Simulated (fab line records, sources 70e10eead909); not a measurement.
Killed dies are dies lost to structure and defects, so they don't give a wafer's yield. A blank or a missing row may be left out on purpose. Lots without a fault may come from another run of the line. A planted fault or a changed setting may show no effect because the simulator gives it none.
fab line records | flow nand_harc
record lots=6 wafers=18 last_day=24
route steps=1159 shown A_STAIRCASE@541 END@1159
lots that met no fault: from a run of the same line without faults
start_h: hours from the record's first day to the start of the lot's first wafer shown | wait_h: hours since the lot's step before | " the same as in the row above | L1.1+2: a row that stands for several wafers | - no value, or no start given | * or withheld: withheld | < > ~ a bound
route shown NAME@n: a module of which the file shows steps, and the number in the route of the first | usual: mean/standard deviation of fault-free wafers | same: alike in all rows | chamber/n: place in a boat | sites: the reading at each site | _std_site: their standard deviation | _edge_site: outer sites' mean less inner sites' | radius_mm: how far each site lies from the wafer's centre | mask NAME#n: copy n | behind: the tool/chamber that last shaped the wafer | hold: why the lot was held/for how many hours/how that ended | device: the transistor (n, p or np) that didn't switch | end of line: the same wafers' tests at the end of the route | a step without rows: its recipe alone | killed: dies lost to structure and defects at the first sort, not the wafer's yield | map: a wafer's dies, x killed, . not, _ none there
set.NAME: the setting as run; set.NAME@STEP: as run at that earlier step | model.NAME: the simulator's own value behind a step, which no gauge read
lots at some steps of the route; a table a step, a row a wafer
services: from which hour (start_h, from the record's first day; less than 0 if before it) a tool's chamber was out of use, for how many hours, and why
## steps
# step NHARC_A_STAIRCASE_EBR_05
# step NHARC_A_STAIRCASE_EXPOSE_06
# recipe na=0.5 dose_mj=25.43 mask_id=STAIR
# step NHARC_A_STAIRCASE_PEB_07
# recipe peb_temp_c=115 peb_time_s=130
# step NHARC_A_STAIRCASE_DEVELOP_08
# recipe time_s=140
# step NHARC_A_STAIRCASE_HARDBAKE_10
# recipe temp_c=120 time_s=140
# step NHARC_A_STAIRCASE_DESCUM_11
# recipe time_s=3 o2_flow_sccm=200 ar_flow_sccm=0 bias_power_w=0 chemistry=O2
# usual chamber_pressure_mTorr=60.00/0.053 drypump_motor_current_A=5.8/0.41 oes_product_au=0.992/0.011 rf_vpp_V=57.8/0.87 showerhead_plenum_p_Torr=1.90/0.067 throttle_valve_pct=11.312/0.0094
# columns lot.wafer tool chamber start_h wait_h chamber_pressure_mTorr drypump_motor_current_A oes_product_au rf_hours_counter_h rf_vpp_V showerhead_plenum_p_Torr throttle_valve_pct
L923.4 rie_diel-06 0 231.84 - 60.06 5.6 0.966 57 58.9 1.91 11.330
L923.6 " 0 " " 59.93 5.6 0.980 - 58.6 1.91 11.326
L923.5 " 1 " " 60.04 5.1 0.986 - 57.9 1.90 11.323
L936.3 rie_diel-02 2 325.16 - 59.93 5.7 0.988 59 57.2 1.87 11.309
L936.6 " 0 " " 59.91 5.9 0.988 - 58.4 1.80 11.311
L936.5 " 1 " " 59.99 6.1 0.971 - 57.3 2.01 11.322
L933.3 rie_diel-06 0 325.76 - 59.97 5.6 0.989 26 58.7 1.90 11.308
L933.1 " 2 " " 59.96 5.9 1.000 27 57.3 1.89 11.314
L933.4 " 3 " " 60.06 6.4 1.000 14 57.6 1.88 11.297
L935.4 rie_diel-01 1 328.29 - 60.01 5.0 1.024 1 58.6 1.87 11.305
L935.6 " 3 " " 60.04 6.6 1.004 - 56.9 2.00 11.311
L935.5 " 0 " " 60.04 5.8 0.995 - 58.1 1.98 11.307
L938.2 rie_diel-06 3 337.38 - 60.05 6.4 1.008 21 57.7 1.88 11.315
L938.4 " 0 " " 60.06 5.6 0.975 33 58.4 1.90 11.316
L938.6 " 1 " " 60.01 5.0 0.989 - 56.8 1.89 11.311
L942.2 rie_diel-02 3 346.40 - 60.11 6.0 0.999 4 57.5 1.79 11.320
L942.4 " 3 " " 59.94 6.0 1.003 - 58.0 1.79 11.318
L942.5 " 1 " " 60.00 6.1 0.985 - 58.1 2.01 11.289
# step NHARC_A_STAIRCASE_TRIM_12
# recipe time_s=211.2 o2_flow_sccm=500 ar_flow_sccm=0 bias_w=0 chemistry=O2
# step NHARC_A_STAIRCASE_ETCH_13
# recipe target_depth_a=1000 time_s=40.5 ion_energy_ev=400 c4f8_flow_sccm=20 o2_flow_sccm=10 ar_flow_sccm=withheld rf_w=600 bias_w=1000 chemistry=C4F8/O2
# usual bias_w=1000/3.2 chamber_pressure_mTorr=24.999/0.02 oes_product_au=0.935/0.015 rf_vpp_V=895/4.2
# columns lot.wafer tool chamber start_h wait_h bias_w chamber_pressure_mTorr oes_product_au rf_hours_counter_h rf_vpp_V
L923.4 rie_diel-06 0 - - 996 25.001 0.907 57 895
L923.5 " 2 " " 996 24.994 0.920 - 894
L923.6 " 3 " " 1000 24.968 0.915 - 894
L936.3 rie_diel-02 2 - - 1002 24.979 0.933 59 892
L936.6 " 0 " " 1001 24.986 0.933 - 888
L936.5 " 1 " " 1004 24.993 0.911 - 902
L933.1 rie_diel-06 3 - - 999 25.005 0.942 15 894
L933.4 " 0 " " 1000 24.955 0.921 27 894
L933.3 " 2 " " 1001 25.033 0.933 27 895
L935.4 rie_diel-01 2 - - 993 25.018 0.972 1 899
L935.5 " 2 " " 996 25.006 0.968 - 899
L935.6 " 3 " " 1003 24.973 0.945 - 901
L938.2 rie_diel-06 0 - - 1002 25.018 0.941 33 895
L938.4 " 1 " " 1000 25.014 0.924 31 895
L938.6 " 3 " " 1000 24.999 0.965 - 893
L942.2 rie_diel-02 2 - - 1000 25.021 0.915 4 893
L942.5 " 1 " " 1002 24.997 0.913 - 902
L942.4 " 2 " " 1002 24.972 0.914 - 891
# step NHARC_A_STAIRCASE_TRIM_14
# recipe time_s=211.2 o2_flow_sccm=500 ar_flow_sccm=0 bias_w=0 chemistry=O2
# usual chamber_pressure_mTorr=60.00/0.056 drypump_motor_current_A=5.8/0.42 oes_product_au=0.991/0.011 rf_vpp_V=57.8/0.97 showerhead_plenum_p_Torr=3.49/0.11 throttle_valve_pct=17.037/0.0089
# columns lot.wafer tool chamber start_h wait_h chamber_pressure_mTorr drypump_motor_current_A oes_product_au rf_hours_counter_h rf_vpp_V showerhead_plenum_p_Torr throttle_valve_pct
L923.4 rie_diel-06 1 - - 59.86 5.1 0.982 48 57.9 3.50 17.028
L923.5 " 0 " " 60.05 5.7 0.972 - 59.3 3.53 17.031
L923.6 " 1 " " 60.06 5.1 0.986 - 57.1 3.50 17.034
L936.3 rie_diel-02 3 - - 59.97 6.0 0.997 64 57.4 3.33 17.027
L936.6 " 0 " " 60.09 5.9 0.986 - 57.9 3.33 17.034
L936.5 " 1 " " 59.95 6.1 0.975 - 58.6 3.70 17.027
L933.4 rie_diel-06 1 - - 60.00 5.1 0.992 25 58.4 3.49 17.026
L933.3 " 2 " " 60.02 5.9 1.002 27 56.5 3.49 17.038
L933.1 " 0 " " 59.99 5.6 0.991 27 58.5 3.51 17.046
L935.4 rie_diel-01 3 - - 60.03 6.6 1.002 1 58.5 3.67 17.035
L935.6 " 0 " " 60.07 5.8 0.996 - 56.7 3.63 17.032
L935.5 " 1 " " 59.98 5.0 1.032 - 57.7 3.45 17.025
L938.4 rie_diel-06 2 - - 60.03 5.9 0.989 33 57.1 3.48 17.045
L938.2 " 0 " " 59.94 5.7 0.992 33 56.9 3.51 17.030
L938.6 " 1 " " 59.99 5.1 0.983 - 58.7 3.48 17.058
L942.2 rie_diel-02 3 - - 60.00 6.0 0.995 4 56.7 3.32 17.031
L942.4 " 3 " " 60.06 6.0 1.001 - 56.5 3.32 17.048
L942.5 " 2 " " 59.99 5.7 0.984 - 58.7 3.45 17.044
# step NHARC_A_STAIRCASE_ETCH_15
# recipe target_depth_a=1000 time_s=40.5 ion_energy_ev=400 c4f8_flow_sccm=20 o2_flow_sccm=10 ar_flow_sccm=withheld rf_w=600 bias_w=1000 chemistry=C4F8/O2
# step NHARC_A_STAIRCASE_TRIM_16
# recipe time_s=211.2 o2_flow_sccm=500 ar_flow_sccm=0 bias_w=0 chemistry=O2
# usual chamber_pressure_mTorr=60.00/0.054 drypump_motor_current_A=5.8/0.43 oes_product_au=0.994/0.011 rf_vpp_V=57.8/0.86 showerhead_plenum_p_Torr=3.49/0.12 throttle_valve_pct=17.036/0.0087
# columns lot.wafer tool chamber start_h wait_h chamber_pressure_mTorr drypump_motor_current_A oes_product_au rf_hours_counter_h rf_vpp_V showerhead_plenum_p_Torr throttle_valve_pct
L923.4 rie_diel-06 2 - - 59.98 5.9 0.992 51 57.2 3.50 17.054
L923.6 " 0 " " 60.09 5.6 0.974 - 57.2 3.53 17.050
L923.5 " 1 " " 59.97 5.1 0.992 - 58.0 3.50 17.051
L936.3 rie_diel-02 1 - - 59.99 6.1 0.978 55 59.2 3.70 17.044
L936.6 " 3 " " 60.08 6.0 1.004 - 56.8 3.32 17.027
L936.5 " 0 " " 60.01 6.0 0.997 - 56.7 3.33 17.041
L933.1 rie_diel-06 2 - - 60.06 5.9 0.988 27 56.4 3.49 17.029
L933.4 " 0 " " 59.96 5.6 0.978 27 57.6 3.51 17.042
L933.3 " 1 " " 59.98 5.1 0.974 25 58.0 3.49 17.033
L935.4 rie_diel-01 3 - - 60.03 6.6 0.997 1 58.8 3.67 17.037
L935.6 " 2 " " 60.01 5.2 1.016 - 57.3 3.61 17.030
L935.5 " 3 " " 59.90 6.6 0.994 - 58.2 3.67 17.027
L938.2 rie_diel-06 0 - - 60.07 5.7 0.988 34 56.9 3.51 17.040
L938.4 " 2 " " 60.04 5.9 0.987 35 57.2 3.48 17.053
L938.6 " 1 " " 59.90 5.1 0.983 - 58.1 3.48 17.026
L942.2 rie_diel-02 1 - - 60.04 6.1 0.993 6 58.6 3.69 17.039
L942.5 " 3 " " 60.01 6.0 1.008 - 57.3 3.32 17.031
L942.4 " 1 " " 60.02 6.1 0.994 - 58.9 3.69 17.038
# step NHARC_A_STAIRCASE_ETCH_17
# recipe target_depth_a=1000 time_s=40.5 ion_energy_ev=400 c4f8_flow_sccm=20 o2_flow_sccm=10 ar_flow_sccm=withheld rf_w=600 bias_w=1000 chemistry=C4F8/O2
# usual bias_w=1000.1/3 chamber_pressure_mTorr=25.000/0.025 oes_product_au=0.935/0.012 rf_vpp_V=895/4.2
# columns lot.wafer tool chamber start_h wait_h bias_w chamber_pressure_mTorr oes_product_au rf_hours_counter_h rf_vpp_V
L923.4 rie_diel-06 2 233.25 - 1002.5 25.005 0.949 51 896
L923.6 " 3 " " 996.1 24.972 0.941 - 894
L923.5 " 0 " " 1005.4 25.004 0.927 - 896
L936.3 rie_diel-02 2 325.84 - 1005.1 24.944 0.957 59 894
L936.6 " 2 " " 1000.0 25.034 0.949 - 894
L936.5 " 3 " " 996.9 24.994 0.951 - 888
L933.1 rie_diel-06 2 326.46 - - - - - -
L933.3 " 0 " " - - - - -
L933.4 " 1 " " - - - - -
L935.4 rie_diel-01 1 329.04 - - - - - -
L935.6 " 2 " " - - - - -
L935.5 " 3 " " - - - - -
L938.2 rie_diel-06 1 339.53 - 999.5 25.023 0.920 32 893
L938.4 " 0 " " 1006.6 24.936 0.920 34 895
L938.6 " 1 " " 999.9 24.955 0.922 - 894
L942.2 rie_diel-02 3 348.78 - 1000.7 24.996 0.933 6 888
L942.5 " 3 " " 999.1 25.002 0.933 - 888
L942.4 " 1 " " 1002.6 25.003 0.909 - 901
# step NHARC_A_STAIRCASE_TRIM_18
# recipe time_s=211.2 o2_flow_sccm=500 ar_flow_sccm=0 bias_w=0 chemistry=O2
# usual chamber_pressure_mTorr=60.00/0.06 drypump_motor_current_A=5.8/0.42 oes_product_au=0.995/0.013 rf_vpp_V=57.8/0.96 showerhead_plenum_p_Torr=3.50/0.11 throttle_valve_pct=17.036/0.0083
# columns lot.wafer tool chamber start_h wait_h chamber_pressure_mTorr drypump_motor_current_A oes_product_au rf_hours_counter_h rf_vpp_V showerhead_plenum_p_Torr throttle_valve_pct
L923.4 rie_diel-06 3 - - 60.00 6.4 0.995 60 57.5 3.48 17.026
L923.5 " 3 " " 60.02 6.4 0.988 - 56.6 3.48 17.044
L923.6 " 0 " " 60.04 5.6 0.963 - 57.7 3.53 17.032
L936.3 rie_diel-02 2 - - 59.93 5.7 0.989 59 57.0 3.45 17.027
L936.6 " 1 " " 60.09 6.1 0.967 - 60.3 3.70 17.042
L936.5 " 2 " " 60.00 5.7 0.991 - 55.8 3.45 17.047
L933.1 rie_diel-06 3 - - 60.03 6.4 1.006 15 55.8 3.47 17.049
L933.3 " 0 " " 59.96 5.6 0.981 27 58.4 3.51 17.039
L933.4 " 1 " " 60.06 5.1 0.994 25 58.6 3.49 17.029
L935.4 rie_diel-01 0 - - 59.98 5.9 0.983 1 57.5 3.63 17.042
L935.5 " 1 " " 60.07 5.0 1.024 - 56.6 3.45 17.023
L935.6 " 2 " " 60.02 5.2 1.001 - 58.3 3.61 17.042
L938.4 rie_diel-06 3 - - 59.86 6.4 1.010 23 58.9 3.46 17.044
L938.2 " 1 " " 59.95 5.1 0.997 32 58.0 3.48 17.042
L938.6 " 0 " " 60.04 5.6 0.991 - 57.1 3.51 17.049
L942.2 rie_diel-02 1 - - 59.94 6.2 0.988 6 58.5 3.69 17.043
L942.5 " 1 " " 60.00 6.1 0.982 - 58.2 3.69 17.049
L942.4 " 2 " " 59.98 5.7 0.989 - 57.2 3.45 17.035
# step NHARC_END_SORT_01
# recipe temp_c=25
# usual killed_at_array=29/10 killed_at_other=0.7/1.1 killed_at_periphery=3.3/2.4 killed_dies=33/11 killed_open=3.3/2 killed_short=1.9/1.3
# same gross_dies=677
# columns lot.wafer tool chamber start_h wait_h killed_at_array killed_at_other killed_at_periphery killed_dies killed_open killed_short
L935.4 prober-02 0 543.04 3.4 671 1 5 677 1 3
L935.5 prober-02 0 543.84 3.7 672 2 3 677 5 1
L935.6 prober-02 0 544.64 4.0 666 2 9 677 8 2
L933.1 prober-01 0 549.56 2.5 673 0 4 677 6 2
L933.3 prober-01 0 551.17 3.1 673 1 3 677 2 3
L933.4 prober-01 0 551.97 3.4 667 5 5 677 2 0
L938.2 prober-02 0 558.55 2.8 55 3 3 61 2 1
L938.4 prober-02 0 560.16 3.4 50 0 3 53 1 2
L938.6 prober-02 0 561.76 4.0 49 1 2 52 2 3
# killed by level:class
L935.4 A_STAIRCASE:area_etch=639 A_CHANNEL_HOLE_D1:chamber_film_flake=20 A_CONTACT:chamber_film_flake=6 P_M1:chamber_film_flake=3 A_CHANNEL_FILL_D1:geometric_particle:short=2 A_CONTACT:geometric_particle:short=1 P_ZERO_WELL:chamber_film_flake=1 P_GATE:chamber_film_flake=1
L935.5 A_STAIRCASE:area_etch=637 A_CHANNEL_HOLE_D1:chamber_film_flake=22 A_CONTACT:chamber_film_flake=6 A_CONTACT:geometric_particle:open=3 A_STAIRCASE:chamber_film_flake=2 THIN_TSV:chamber_film_flake=2 P_CONTACT:geometric_particle:open=1 A_CHANNEL_FILL_D1:geometric_particle:short=1
L935.6 A_STAIRCASE:area_etch=631 A_CHANNEL_HOLE_D1:chamber_film_flake=21 P_GATE:chamber_film_flake=5 A_CONTACT:chamber_film_flake=4 A_ONON_D1:geometric_particle:open=2 THIN_TSV:chamber_film_flake=2 P_M0:geometric_particle:open=1 P_M1:geometric_particle:short=1
L933.1 A_STAIRCASE:area_etch=637 A_CHANNEL_HOLE_D1:chamber_film_flake=13 A_SLIT:chamber_film_flake=13 A_ONON_D1:geometric_particle:open=3 A_WL_FILL:geometric_particle:short=2 A_STAIRCASE:chamber_film_flake=2 P_M0:geometric_particle:open=1 A_CHANNEL_FILL_D1:geometric_particle:open=1
L933.3 A_STAIRCASE:area_etch=637 A_SLIT:chamber_film_flake=19 A_CHANNEL_HOLE_D1:chamber_film_flake=11 A_M1:geometric_particle:short=2 A_CONTACT:chamber_film_flake=2 P_M0:geometric_particle:open=1 A_CHANNEL_FILL_D1:geometric_particle:short=1 A_CHANNEL_FILL_D1:geometric_particle:open=1
L933.4 A_STAIRCASE:area_etch=633 A_CHANNEL_HOLE_D1:chamber_film_flake=13 A_SLIT:chamber_film_flake=11 A_CONTACT:chamber_film_flake=9 THIN_TSV:chamber_film_flake=5 P_M1:chamber_film_flake=2 P_CONTACT:geometric_particle:open=1 A_CONTACT:geometric_particle:open=1
L938.2 A_CHANNEL_HOLE_D1:chamber_film_flake=30 A_SLIT:chamber_film_flake=17 A_CONTACT:chamber_film_flake=3 THIN_TSV:chamber_film_flake=3 P_M2:chamber_film_flake=2 A_STAIRCASE:chamber_film_flake=2 P_M0:geometric_particle:open=1 A_CHANNEL_HOLE_D1:geometric_particle:short=1
L938.4 A_CHANNEL_HOLE_D1:chamber_film_flake=25 A_SLIT:chamber_film_flake=15 A_CONTACT:chamber_film_flake=7 P_M0:geometric_particle:open=1 A_CHANNEL_FILL_D1:geometric_particle:short=1 A_M0:geometric_particle:short=1 P_STI:chamber_film_flake=1 P_M2:chamber_film_flake=1
L938.6 A_SLIT:chamber_film_flake=21 A_CHANNEL_HOLE_D1:chamber_film_flake=17 A_CONTACT:chamber_film_flake=5 P_M0:geometric_particle:short=1 A_ONON_D1:geometric_particle:short=1 A_WL_FILL:geometric_particle:short=1 A_CONTACT:geometric_particle:open=1 A_BLC:geometric_particle:open=1
# map L933.1 (x killed, . not)
____________x____________
_________xxxxxxx_________
_______xxxxxxxxxxx_______
______xxxxxxxxxxxxx______
_____xxxxxxxxxxxxxxx_____
____xxxxxxxxxxxxxxxxx____
____xxxxxxxxxxxxxxxxx____
___xxxxxxxxxxxxxxxxxxx___
___xxxxxxxxxxxxxxxxxxx___
__xxxxxxxxxxxxxxxxxxxxx__
__xxxxxxxxxxxxxxxxxxxxx__
_xxxxxxxxxxxxxxxxxxxxxxx_
_xxxxxxxxxxxxxxxxxxxxxxx_
_xxxxxxxxxxxxxxxxxxxxxxx_
_xxxxxxxxxxxxxxxxxxxxxxx_
_xxxxxxxxxxxxxxxxxxxxxxx_
xxxxxxxxxxxxxxxxxxxxxxxxx
xxxxxxxxxxxxxxxxxxxxxxxxx
xxxxxxxxxxxxxxxxxxxxxxxxx
xxxxxxxxxxxxxxxxxxxxxxxxx
xxxxxxxxxxxxxxxxxxxxxxxxx
_xxxxxxxxxxxxxxxxxxxxxxx_
_xxxxxxxxxxxxxxxxxxxxxxx_
_xxxxxxxxxxxxxxxxxxxxxxx_
_xxxxxxxxxxxxxxxxxxxxxxx_
_xxxxxxxxxxxxxxxxxxxxxxx_
__xxxxxxxxxxxxxxxxxxxxx__
__xxxxxxxxxxxxxxxxxxxxx__
___xxxxxxxxxxxxxxxxxxx___
___xxxxxxxxxxxxxxxxxxx___
____xxxxxxxxxxxxxxxxx____
____xxxxxxxxxxxxxxxxx____
_____xxxxxxxxxxxxxxx_____
______xxxxxxxxxxxxx______
_______xxxxxxxxxxx_______
_________xxxxxxx_________
____________x____________
# map L935.4 (x killed, . not)
____________x____________
_________xxxxxxx_________
_______xxxxxxxxxxx_______
______xxxxxxxxxxxxx______
_____xxxxxxxxxxxxxxx_____
____xxxxxxxxxxxxxxxxx____
____xxxxxxxxxxxxxxxxx____
___xxxxxxxxxxxxxxxxxxx___
___xxxxxxxxxxxxxxxxxxx___
__xxxxxxxxxxxxxxxxxxxxx__
__xxxxxxxxxxxxxxxxxxxxx__
_xxxxxxxxxxxxxxxxxxxxxxx_
_xxxxxxxxxxxxxxxxxxxxxxx_
_xxxxxxxxxxxxxxxxxxxxxxx_
_xxxxxxxxxxxxxxxxxxxxxxx_
_xxxxxxxxxxxxxxxxxxxxxxx_
xxxxxxxxxxxxxxxxxxxxxxxxx
xxxxxxxxxxxxxxxxxxxxxxxxx
xxxxxxxxxxxxxxxxxxxxxxxxx
xxxxxxxxxxxxxxxxxxxxxxxxx
xxxxxxxxxxxxxxxxxxxxxxxxx
_xxxxxxxxxxxxxxxxxxxxxxx_
_xxxxxxxxxxxxxxxxxxxxxxx_
_xxxxxxxxxxxxxxxxxxxxxxx_
_xxxxxxxxxxxxxxxxxxxxxxx_
_xxxxxxxxxxxxxxxxxxxxxxx_
__xxxxxxxxxxxxxxxxxxxxx__
__xxxxxxxxxxxxxxxxxxxxx__
___xxxxxxxxxxxxxxxxxxx___
___xxxxxxxxxxxxxxxxxxx___
____xxxxxxxxxxxxxxxxx____
____xxxxxxxxxxxxxxxxx____
_____xxxxxxxxxxxxxxx_____
______xxxxxxxxxxxxx______
_______xxxxxxxxxxx_______
_________xxxxxxx_________
____________x____________
## services
# columns tool chamber start_h hours kind
rie_diel-02 2 212.03 3.8 repair
rie_diel-06 2 213.47 15.6 repair
rie_diel-06 0 220.35 - clean
rie_diel-06 1 220.35 - clean
rie_diel-06 3 220.35 - clean
rie_diel-02 - 222.35 0.2 repair
rie_diel-06 3 237.56 - consumable_replace:focus_ring
rie_diel-06 3 237.56 9.0 scheduled_down
rie_diel-06 3 237.56 9.0 vent_cycle
rie_diel-06 - 241.28 9.0 pm
rie_diel-06 0 241.28 9.0 vent_cycle
rie_diel-06 1 241.28 9.9 vent_cycle
rie_diel-06 2 241.28 9.0 vent_cycle
rie_diel-06 0 250.28 - clean
rie_diel-06 0 250.28 - consumable_replace:focus_ring
rie_diel-06 2 250.28 - clean
rie_diel-06 3 250.28 - clean
rie_diel-06 3 261.21 33.1 repair
rie_diel-06 - 267.38 0.8 repair
rie_diel-06 0 275.18 - clean
rie_diel-06 1 275.18 - clean
rie_diel-06 2 280.77 1.3 repair
rie_diel-01 - 314.80 9.0 pm
rie_diel-02 - 327.70 9.0 pm
## key
first_sign step=NHARC_A_STAIRCASE_ETCH_17 reading=tool_record direction=missing
effect step=NHARC_END_SORT_01 reading=killed_at_array direction=up sigmas=63 usual=29 struck=670
more_kills_born_at NHARC_A_STAIRCASE_ETCH_17@rie_diel-01=1907 NHARC_A_STAIRCASE_ETCH_17@rie_diel-06=1906
met_at NHARC_A_STAIRCASE_ETCH_17
struck_wafers L933.1,L933.3,L933.4,L935.4,L935.5,L935.6
later_rows_left_out L933.1,L933.3,L933.4,L935.4,L935.5,L935.6
tester_left_out L933,L935
onset_between 233.25 326.46
fault kind=skipped_step_whole tool=rie_diel-01,rie_diel-06 chamber=- onset_h=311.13 steps=NHARC_A_STAIRCASE_ETCH_17 scope=struck_lots_only
# tester_left_out: of these lots the tester's yield and bins aren't shown, on N5 and GAA mostly nor the transistor test; their killed dies are dies lost to structure and defects alone, not to doping, threshold or leakage, so they don't give the yield
# later_rows_left_out: the simulator's readings of these wafers behind a module that went badly wrong aren't trusted and aren't shown, but for the sort
